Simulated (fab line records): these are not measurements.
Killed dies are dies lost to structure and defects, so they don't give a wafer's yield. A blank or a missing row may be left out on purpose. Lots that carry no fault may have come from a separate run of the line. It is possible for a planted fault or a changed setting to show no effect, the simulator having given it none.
fab line records	flow nand_harc
record: lots: 7	wafers: 19	last_day: 23
route steps=1159 shown P_CONTACT@226 END@1159
lots that met no fault: from a run of the same line without faults
start_h: hours from the record's first day to the start of the lot's first wafer shown	wait_h: how many hours have passed since the lot's step before this one	" as in the row above	L1.1+2: several wafers, shown together as one row	- value missing, or start not given	* or withheld: withheld	< > ~ a bound
route shown NAME@n: a module of which the file shows steps, and the number in the route of the first	usual: mean and standard deviation over wafers with no fault	same: alike in all rows	chamber/n: place in a boat	sites: each site's reading	_std_site: their standard deviation	_edge_site: the outer-site mean with the inner-site mean subtracted	radius_mm: how far each site lies from the wafer's centre	mask NAME#n: copy n	behind: the most recent tool/chamber to have shaped the wafer	hold: what put the lot on hold/how long, in hours/how the hold closed	device: the n, p or np transistor that did not switch	end of line: tests of these same wafers at the route's end	for a step that has no rows: nothing shown but its recipe	killed: dies lost to structure and defects at the first sort, not the wafer's yield	map: a wafer's dies, x killed, . not, _ none there
set.NAME: setting as actually run; set.NAME@STEP: the setting as run at that earlier step	model.NAME: the simulator's own value behind a step, which no gauge read
lots at selected steps of the route; one table per step, one row per wafer
services: when a tool's chamber went out of use (start_h, in hours from the record's first day, below 0 if earlier), for how many hours, and the reason
== steps ==
step: NHARC_P_CONTACT_COAT_06
recipe: spin_rpm: 1500	resist_thk_nm: 90
step: NHARC_P_CONTACT_SOFTBAKE_07
recipe: temp_c: 105	time_s: 55
step: NHARC_P_CONTACT_EBR_08
step: NHARC_P_CONTACT_EXPOSE_09
recipe: na: 1.35	target_cd_nm: 90	dose_mj: 81.26	mask_id: P_CA
step: NHARC_P_CONTACT_PEB_10
recipe: peb_temp_c: 100	peb_time_s: 65
step: NHARC_P_CONTACT_DEVELOP_11
recipe: develop_time_s: 35	dev_temp_c: 23
step: NHARC_P_CONTACT_CD_MEAS_12
recipe: target_cd_nm: 90	landing_energy_ev: 500
usual: cd_nm: 89.6/1
lot.wafer	tool	chamber	start_h	wait_h	cd_nm
L947.4	cd_sem-02	0	114.02	-	88.6
L947.5	"	0	"	"	90.5
L947.6	"	0	"	"	89.7
L948.1	cd_sem-02	0	127.49	-	89.2
L948.4	"	0	"	"	88.4
L948.5	"	0	"	"	90.6
L949.4	cd_sem-01	0	127.79	-	90.6
L949.5	"	0	"	"	89.8
L949.6	"	0	"	"	90.6
L956.1	cd_sem-01	0	175.27	-	88.4
L956.2	"	0	"	"	89.4
L956.6	"	0	"	"	89.7
L958.5	cd_sem-02	0	185.42	-	89.9
L958.6	"	0	"	"	88.5
L960.5	cd_sem-03	0	195.85	-	89.6
L960.6	"	0	"	"	89.1
L966.4	cd_sem-02	0	232.41	-	90.6
L966.5	"	0	"	"	89.6
L966.6	"	0	"	"	90.1
step: NHARC_P_CONTACT_OVL_MEAS_13
usual: overlay_x_nm: 0.1/0.82	overlay_y_nm: -0.1/0.8
lot.wafer	tool	chamber	start_h	wait_h	overlay_x_nm	overlay_y_nm
L947.4	overlay-02	-	114.10	-	0.6	0.0
L947.5	"	-	"	"	0.6	-0.5
L947.6	"	-	"	"	0.8	-0.5
L948.1	overlay-01	-	127.58	-	1.5	0.6
L948.4	"	-	"	"	1.2	0.0
L948.5	"	-	"	"	0.4	0.2
L949.4	overlay-01	-	127.88	-	0.1	-1.0
L949.5	"	-	"	"	0.3	-1.1
L949.6	"	-	"	"	0.4	-0.4
L956.1	overlay-02	-	175.37	-	-1.0	-0.6
L956.2	"	-	"	"	-1.9	-0.5
L956.6	"	-	"	"	-1.7	-0.4
L958.5	overlay-02	-	185.50	-	0.8	0.4
L958.6	"	-	"	"	0.6	0.3
L960.5	overlay-02	-	195.93	-	-0.4	-1.1
L960.6	"	-	"	"	-0.1	-1.0
L966.4	overlay-01	-	232.49	-	-1.3	-1.0
L966.5	"	-	"	"	-0.6	-1.0
L966.6	"	-	"	"	-1.0	-0.3
step: NHARC_P_CONTACT_INSPECT_14
usual: raw_defect_count: 3.7/2.2
lot.wafer	tool	chamber	start_h	wait_h	raw_defect_count
L947.4	defect_inspect-01	-	114.14	0.0	5
L947.5	"	-	"	"	3
L947.6	"	-	"	"	3
L948.1	defect_inspect-01	-	127.61	0.0	1
L948.4	"	-	"	"	7
L948.5	"	-	"	"	7
L949.4	defect_inspect-01	-	127.91	0.0	1
L949.5	"	-	"	"	0
L949.6	"	-	"	"	3
L956.1	defect_inspect-01	-	175.41	0.0	7
L956.2	"	-	"	"	3
L956.6	"	-	"	"	4
L958.5	defect_inspect-01	-	185.54	0.0	0
L958.6	"	-	"	"	5
L960.5	defect_inspect-02	-	195.99	0.1	4
L960.6	"	-	"	"	7
L966.4	defect_inspect-02	-	232.53	0.0	12
L966.5	"	-	"	"	6
L966.6	"	-	"	"	10
step: NHARC_P_CONTACT_DESCUM_17
recipe: time_s: 3	o2_flow_sccm: 200	ar_flow_sccm: 0	bias_power_w: 0	chemistry: O2
usual: drypump_motor_current_A: 5.8/0.32	oes_product_au: 0.998/0.017	rf_vpp_V: 57.7/0.8	showerhead_plenum_p_Torr: 1.89/0.052	throttle_valve_pct: 11.310/0.009
lot.wafer	tool	chamber	start_h	wait_h	drypump_motor_current_A	oes_product_au	rf_hours_counter_h	rf_vpp_V	showerhead_plenum_p_Torr	throttle_valve_pct
L947.4	rie_diel-09	1	114.21	0.1	5.6	1.005	4	57.8	1.89	11.329
L947.6	"	3	"	"	5.9	0.972	-	57.1	1.89	11.313
L947.5	"	0	"	"	5.8	1.007	-	57.8	1.83	11.314
L948.1	rie_diel-09	0	127.67	0.1	5.8	1.009	5	58.9	1.83	11.291
L948.4	"	2	"	"	6.1	1.001	5	57.9	1.88	11.319
L948.5	"	1	"	"	5.5	1.005	-	58.9	1.89	11.320
L949.4	rie_diel-06	3	128.00	0.1	5.9	1.014	5	57.3	1.80	11.308
L949.5	"	0	"	"	4.8	1.008	-	56.3	1.97	11.308
L949.6	"	1	"	"	5.9	1.020	-	59.6	1.97	11.322
L956.1	rie_diel-09	3	175.47	0.1	5.9	0.967	10	58.4	1.89	11.306
L956.2	"	1	"	"	5.5	1.010	10	57.8	1.89	11.329
L956.6	"	3	"	"	5.9	0.974	-	57.6	1.89	11.306
L958.5	rie_diel-09	2	185.63	0.1	6.2	0.992	-	56.7	1.88	11.307
L958.6	"	3	"	"	5.9	0.961	-	58.7	1.89	11.305
L960.5	rie_diel-09	3	196.08	0.1	5.9	0.951	-	57.5	1.89	11.315
L960.6	"	0	"	"	5.8	1.021	-	57.6	1.83	11.320
L966.4	rie_diel-06	1	232.59	0.1	5.9	1.007	16	58.1	1.97	11.302
L966.5	"	0	"	"	4.8	1.003	-	58.4	1.97	11.313
L966.6	"	1	"	"	5.9	1.017	-	57.0	1.97	11.315
step: NHARC_P_CONTACT_ETCH_35
recipe: target_depth_a: 390	over_etch_frac: 0.3	time_s: 65	ion_energy_ev: 80	cf4_flow_sccm: 150	ar_flow_sccm: 0	rf_w: 300	bias_w: 100	chemistry: CF4
usual: drypump_motor_current_A: 5.8/0.31	oes_product_au: 1.000/0.016	rf_vpp_V: 150.9/1.1	run_length_s: 86.1/0.38	showerhead_plenum_p_Torr: 1.75/0.044	throttle_valve_pct: 13.284/0.009
lot.wafer	tool	chamber	start_h	wait_h	drypump_motor_current_A	oes_product_au	rf_hours_counter_h	rf_vpp_V	run_length_s	showerhead_plenum_p_Torr	throttle_valve_pct
L947.4	rie_diel-09	2	114.29	0.1	6.2	1.003	4	150.2	85.9	1.74	13.293
L947.6	"	1	"	"	5.5	1.014	-	151.4	86.5	1.75	13.283
L947.5	"	2	"	"	6.1	0.998	-	150.3	85.9	1.74	13.269
L948.4	rie_diel-09	0	127.76	0.1	5.8	1.006	5	151.3	85.8	1.70	13.268
L948.1	"	1	"	"	5.6	1.012	5	150.4	86.2	1.75	13.284
L948.5	"	1	"	"	5.6	1.015	-	151.4	86.2	1.75	13.290
L949.4	rie_diel-06	1	128.08	0.1	5.9	1.000	6	152.1	86.0	1.82	13.283
L949.6	"	1	"	"	6.0	1.002	-	152.2	86.0	1.82	13.303
L949.5	"	2	"	"	5.8	1.010	-	150.9	85.9	1.76	13.283
L956.1	rie_diel-09	0	175.55	0.1	5.8	1.004	10	149.9	85.8	1.70	13.275
L956.2	"	1	"	"	5.6	1.010	10	151.4	86.4	1.75	13.278
L956.6	"	0	"	"	5.7	1.011	-	152.1	86.0	1.70	13.268
L958.5	rie_diel-09	2	185.71	0.1	6.1	0.990	-	151.0	85.8	1.74	13.292
L958.6	"	3	"	"	5.9	0.961	-	150.9	86.0	1.75	13.284
L960.5	rie_diel-09	3	196.16	0.1	5.9	0.960	-	150.2	86.9	1.75	13.279
L960.6	"	0	"	"	5.8	1.002	-	148.6	85.9	1.70	13.268
L966.4	rie_diel-06	2	232.67	0.1	5.8	1.024	15	151.9	86.0	1.75	13.288
L966.5	"	2	"	"	5.8	1.024	-	151.7	86.1	1.75	13.292
L966.6	"	3	"	"	5.8	1.010	-	148.6	85.5	1.67	13.280
step: NHARC_P_CONTACT_ETCH_36
recipe: target_depth_a: 2600	over_etch_frac: 0.25	time_s: 406.25	ion_energy_ev: 200	n2_flow_sccm: 150	h2_flow_sccm: 150	ar_flow_sccm: 0	rf_w: 400	bias_w: 150	chemistry: N2/H2
usual: drypump_motor_current_A: 5.8/0.33	oes_product_au: 1.001/0.016	rf_vpp_V: 429.7/1.7	run_length_s: 427.3/0.36	showerhead_plenum_p_Torr: 2.01/0.057	throttle_valve_pct: 14.171/0.0093
lot.wafer	tool	chamber	start_h	wait_h	drypump_motor_current_A	oes_product_au	rf_hours_counter_h	rf_vpp_V	run_length_s	showerhead_plenum_p_Torr	throttle_valve_pct
L947.4	rie_diel-09	1	-	-	5.6	1.014	4	428.2	428.0	2.02	14.160
L947.5	"	0	"	"	5.8	1.021	-	428.2	427.3	1.95	14.168
L947.6	"	1	"	"	5.5	1.009	-	428.6	428.0	2.02	14.177
L948.4	rie_diel-09	1	-	-	5.5	1.013	6	428.9	427.8	2.02	14.170
L948.1	"	0	"	"	5.8	1.017	5	428.1	427.2	1.95	14.180
L948.5	"	2	"	"	6.1	1.002	-	429.8	427.1	2.00	14.177
L949.4	rie_diel-06	2	-	-	5.8	1.001	5	428.5	427.2	2.02	14.173
L949.5	"	0	"	"	4.8	1.005	-	431.4	426.8	2.10	14.167
L949.6	"	1	"	"	5.9	1.010	-	432.1	427.4	2.11	14.189
L956.2	rie_diel-09	3	-	-	5.9	0.967	10	431.0	427.8	2.01	14.163
L956.1	"	0	"	"	5.8	1.005	10	427.7	427.4	1.95	14.164
L956.6	"	2	"	"	6.1	1.005	-	429.5	427.3	2.00	14.174
L958.5	rie_diel-09	2	-	-	6.1	1.005	-	429.5	427.5	2.00	14.167
L958.6	"	3	"	"	5.9	0.966	-	429.5	427.5	2.01	14.167
L960.6	rie_diel-09	3	-	-	5.9	0.963	-	428.7	427.7	2.01	14.168
L960.5	"	0	"	"	5.8	1.011	-	428.0	427.2	1.95	14.189
L966.4	rie_diel-06	0	-	-	4.8	1.008	13	434.0	426.6	2.10	14.165
L966.6	"	2	"	"	5.8	1.033	-	430.0	427.6	2.02	14.175
L966.5	"	3	"	"	5.9	1.019	-	426.5	426.8	1.92	14.176
step: NHARC_P_CONTACT_ETCH_18
recipe: target_depth_a: 4810	time_s: 240.5	c4f8_flow_sccm: 20	o2_flow_sccm: 10	ar_flow_sccm: withheld	rf_w: 600	bias_w: 1500	chemistry: C4F8/O2/Ar
usual: oes_product_au: 0.961/0.023	rf_vpp_V: 976/3.6	run_length_s: 261.6/0.34
lot.wafer	tool	chamber	start_h	wait_h	oes_product_au	rf_hours_counter_h	rf_vpp_V	run_length_s
L947.4	rie_diel-09	2	114.70	-	0.945	4	976	261.3
L947.6	"	1	"	"	0.971	-	976	261.9
L947.5	"	2	"	"	0.952	-	976	261.3
L948.1	rie_diel-09	0	128.16	-	0.972	5	972	261.7
L948.4	"	3	"	"	0.952	5	976	261.7
L948.5	"	1	"	"	0.978	-	977	262.2
L949.4	rie_diel-06	0	128.53	-	0.959	7	983	260.8
L949.5	"	1	"	"	0.948	-	983	261.9
L949.6	"	2	"	"	0.961	-	977	261.6
L956.2	rie_diel-09	3	175.94	-	0.918	10	979	206.7
L956.1	"	0	"	"	0.975	11	973	261.6
L956.6	"	0	"	"	0.990	-	971	206.8
L958.5	rie_diel-09	0	186.15	-	0.927	-	971	261.7
L958.6	"	1	"	"	0.936	-	977	206.8
L960.5	rie_diel-09	3	196.59	-	0.924	-	977	262.0
L960.6	"	0	"	"	0.972	-	973	206.6
L966.4	rie_diel-06	1	233.12	-	0.971	16	981	261.7
L966.6	"	2	"	"	1.008	-	977	261.3
L966.5	"	3	"	"	0.986	-	970	261.1
step: NHARC_P_CONTACT_STRIP_37
recipe: c4f8_flow_sccm: withheld	o2_flow_sccm: 8	ar_flow_sccm: withheld	bias_w: 0	chemistry: C4F8/O2/Ar
step: NHARC_END_SORT_01
recipe: temp_c: 25
usual: killed_at_array: 28/11	killed_at_other: 0.5/0.87	killed_at_periphery: 2.9/2.2	killed_dies: 32/11	killed_open: 3.2/1.9	killed_short: 1.8/1.4
same: gross_dies: 677
lot.wafer	tool	chamber	start_h	wait_h	killed_at_array	killed_at_other	killed_at_periphery	killed_dies	killed_open	killed_short
L956.1	prober-02	0	499.08	2.5	22	1	2	25	7	2
L956.2	prober-02	0	499.88	2.8	14	0	663	677	3	3
L956.6	prober-02	0	503.07	4.0	22	0	655	677	7	3
L958.6	prober-02	0	510.83	4.0	17	1	659	677	5	2
L960.6	prober-02	0	520.11	4.0	12	0	665	677	4	3
L966.4	prober-02	0	553.32	3.4	24	0	7	31	3	1
L966.5	prober-02	0	554.12	3.7	24	0	6	30	3	3
L966.6	prober-02	0	554.91	4.0	25	0	5	30	2	2
killed by level:class
L956.1 A_CONTACT:chamber_film_flake=6 A_CHANNEL_HOLE_D1:chamber_film_flake=5 P_CONTACT:geometric_particle:short=2 A_SLIT:geometric_particle:open=2 A_STAIRCASE:chamber_film_flake=2 A_CHANNEL_HOLE_D1:geometric_particle:open=1 A_CHANNEL_FILL_D1:geometric_particle:open=1 A_SGD_CUT:geometric_particle:open=1
L956.2 P_CONTACT:area_etch=661 A_WL_FILL:chamber_film_flake=4 P_GATE:geometric_particle:open=2 A_WL_FILL:geometric_particle:short=2 A_STAIRCASE:chamber_film_flake=2 A_CONTACT:chamber_film_flake=2 A_SOURCE_PLATE:geometric_particle:open=1 A_CHANNEL_FILL_D1:geometric_particle:short=1
L956.6 P_CONTACT:area_etch=651 A_CHANNEL_HOLE_D1:chamber_film_flake=8 A_CONTACT:chamber_film_flake=3 A_ONON_D1:geometric_particle:short=2 P_ZERO_WELL:chamber_film_flake=2 A_WL_FILL:chamber_film_flake=2 P_GATE:geometric_particle:open=1 P_M0:geometric_particle:open=1
L958.6 P_CONTACT:area_etch=653 A_STAIRCASE:chamber_film_flake=7 A_CHANNEL_HOLE_D1:chamber_film_flake=4 P_ZERO_WELL:chamber_film_flake=3 A_WL_FILL:chamber_film_flake=2 P_GATE:geometric_particle:short=1 P_CONTACT:geometric_particle:open=1 P_M1:geometric_particle:open=1
L960.6 P_CONTACT:area_etch=661 A_CHANNEL_HOLE_D1:chamber_film_flake=5 A_CONTACT:geometric_particle:open=2 P_GATE:chamber_film_flake=2 A_CONTACT:chamber_film_flake=2 P_GATE:geometric_particle:open=1 P_M1:geometric_particle:open=1 A_ONON_D1:geometric_particle:short=1
L966.4 P_ZERO_WELL:chamber_film_flake=5 A_CHANNEL_HOLE_D1:chamber_film_flake=5 A_CONTACT:chamber_film_flake=4 A_CHANNEL_FILL_D1:chamber_film_flake=3 A_STAIRCASE:chamber_film_flake=3 A_WL_FILL:chamber_film_flake=3 P_CONTACT:geometric_particle:short=1 A_STAIRCASE:geometric_particle:open=1
L966.5 A_CHANNEL_HOLE_D1:chamber_film_flake=11 A_CONTACT:chamber_film_flake=6 P_ZERO_WELL:chamber_film_flake=2 A_WL_FILL:chamber_film_flake=2 P_M0:geometric_particle:short=1 P_M1:geometric_particle:open=1 A_CHANNEL_FILL_D1:geometric_particle:open=1 A_STAIRCASE:geometric_particle:short=1
L966.6 A_CHANNEL_HOLE_D1:chamber_film_flake=7 A_CONTACT:chamber_film_flake=6 A_SGD_CUT:chamber_film_flake=3 P_ZERO_WELL:chamber_film_flake=2 P_GATE:chamber_film_flake=2 A_CHANNEL_FILL_D1:chamber_film_flake=2 A_STAIRCASE:chamber_film_flake=2 P_STI:geometric_particle:open=1
map L956.2 (x killed, . not)
____________x____________
_________xxxxxxx_________
_______xxxxxxxxxxx_______
______xxxxxxxxxxxxx______
_____xxxxxxxxxxxxxxx_____
____xxxxxxxxxxxxxxxxx____
____xxxxxxxxxxxxxxxxx____
___xxxxxxxxxxxxxxxxxxx___
___xxxxxxxxxxxxxxxxxxx___
__xxxxxxxxxxxxxxxxxxxxx__
__xxxxxxxxxxxxxxxxxxxxx__
_xxxxxxxxxxxxxxxxxxxxxxx_
_xxxxxxxxxxxxxxxxxxxxxxx_
_xxxxxxxxxxxxxxxxxxxxxxx_
_xxxxxxxxxxxxxxxxxxxxxxx_
_xxxxxxxxxxxxxxxxxxxxxxx_
xxxxxxxxxxxxxxxxxxxxxxxxx
xxxxxxxxxxxxxxxxxxxxxxxxx
xxxxxxxxxxxxxxxxxxxxxxxxx
xxxxxxxxxxxxxxxxxxxxxxxxx
xxxxxxxxxxxxxxxxxxxxxxxxx
_xxxxxxxxxxxxxxxxxxxxxxx_
_xxxxxxxxxxxxxxxxxxxxxxx_
_xxxxxxxxxxxxxxxxxxxxxxx_
_xxxxxxxxxxxxxxxxxxxxxxx_
_xxxxxxxxxxxxxxxxxxxxxxx_
__xxxxxxxxxxxxxxxxxxxxx__
__xxxxxxxxxxxxxxxxxxxxx__
___xxxxxxxxxxxxxxxxxxx___
___xxxxxxxxxxxxxxxxxxx___
____xxxxxxxxxxxxxxxxx____
____xxxxxxxxxxxxxxxxx____
_____xxxxxxxxxxxxxxx_____
______xxxxxxxxxxxxx______
_______xxxxxxxxxxx_______
_________xxxxxxx_________
____________x____________
map L958.6 (x killed, . not)
____________x____________
_________xxxxxxx_________
_______xxxxxxxxxxx_______
______xxxxxxxxxxxxx______
_____xxxxxxxxxxxxxxx_____
____xxxxxxxxxxxxxxxxx____
____xxxxxxxxxxxxxxxxx____
___xxxxxxxxxxxxxxxxxxx___
___xxxxxxxxxxxxxxxxxxx___
__xxxxxxxxxxxxxxxxxxxxx__
__xxxxxxxxxxxxxxxxxxxxx__
_xxxxxxxxxxxxxxxxxxxxxxx_
_xxxxxxxxxxxxxxxxxxxxxxx_
_xxxxxxxxxxxxxxxxxxxxxxx_
_xxxxxxxxxxxxxxxxxxxxxxx_
_xxxxxxxxxxxxxxxxxxxxxxx_
xxxxxxxxxxxxxxxxxxxxxxxxx
xxxxxxxxxxxxxxxxxxxxxxxxx
xxxxxxxxxxxxxxxxxxxxxxxxx
xxxxxxxxxxxxxxxxxxxxxxxxx
xxxxxxxxxxxxxxxxxxxxxxxxx
_xxxxxxxxxxxxxxxxxxxxxxx_
_xxxxxxxxxxxxxxxxxxxxxxx_
_xxxxxxxxxxxxxxxxxxxxxxx_
_xxxxxxxxxxxxxxxxxxxxxxx_
_xxxxxxxxxxxxxxxxxxxxxxx_
__xxxxxxxxxxxxxxxxxxxxx__
__xxxxxxxxxxxxxxxxxxxxx__
___xxxxxxxxxxxxxxxxxxx___
___xxxxxxxxxxxxxxxxxxx___
____xxxxxxxxxxxxxxxxx____
____xxxxxxxxxxxxxxxxx____
_____xxxxxxxxxxxxxxx_____
______xxxxxxxxxxxxx______
_______xxxxxxxxxxx_______
_________xxxxxxx_________
____________x____________
== services ==
tool	chamber	start_h	hours	kind
rie_diel-09	0	110.60	-	clean
rie_diel-09	1	110.60	-	clean
rie_diel-09	2	110.60	-	clean
rie_diel-09	3	110.60	-	clean
rie_diel-09	2	134.47	9.3	repair
rie_diel-09	0	135.10	-	clean
rie_diel-09	1	135.10	-	clean
rie_diel-09	3	135.10	-	clean
rie_diel-06	0	139.56	16.0	repair
rie_diel-09	0	159.60	-	clean
rie_diel-09	1	159.60	-	clean
rie_diel-09	2	159.60	-	clean
rie_diel-09	3	159.60	-	clean
rie_diel-09	1	162.67	6.9	repair
rie_diel-09	0	184.10	-	clean
rie_diel-09	1	184.10	-	clean
rie_diel-09	2	184.10	-	clean
rie_diel-09	3	184.10	-	clean
rie_diel-09	0	208.62	-	clean
rie_diel-09	1	208.62	-	clean
rie_diel-09	2	208.62	-	clean
rie_diel-09	3	208.62	-	clean
rie_diel-09	0	233.12	-	clean
rie_diel-09	1	233.12	-	clean
== key ==
first_sign: step: NHARC_P_CONTACT_ETCH_18	reading: run_length_s	direction: down	sigmas: 99+	usual: *	struck: *
effect: step: NHARC_END_SORT_01	reading: killed_at_periphery	direction: up	sigmas: 99+	usual: 2.9	struck: 660.5
more_kills_born_at: NHARC_P_CONTACT_ETCH_18@rie_diel-09: 2626
met_at NHARC_P_CONTACT_ETCH_18
struck_wafers L956.2,L956.6,L958.6,L960.6
later_rows_left_out L956.2,L956.6,L958.6,L960.6
tester_left_out L956,L958,L960
onset_between 128.16 175.94
fault: kind: process_parameter_drift	tool: rie_diel-09	chamber: -	onset_h: 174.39	steps: NHARC_P_CONTACT_ETCH_18	channel: time_s	offset: *	shape: step	end_h: 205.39	scope: struck_wafers_only	acts_in: *	stated: *
tester_left_out: of these lots the tester's yield and bins aren't shown, on N5 and GAA mostly nor the transistor test; their killed dies are dies lost to structure and defects alone, not to doping, threshold or leakage, so they don't give the yield
later_rows_left_out: the simulator's readings of these wafers behind a module that went badly wrong aren't trusted and aren't shown, but for the sort
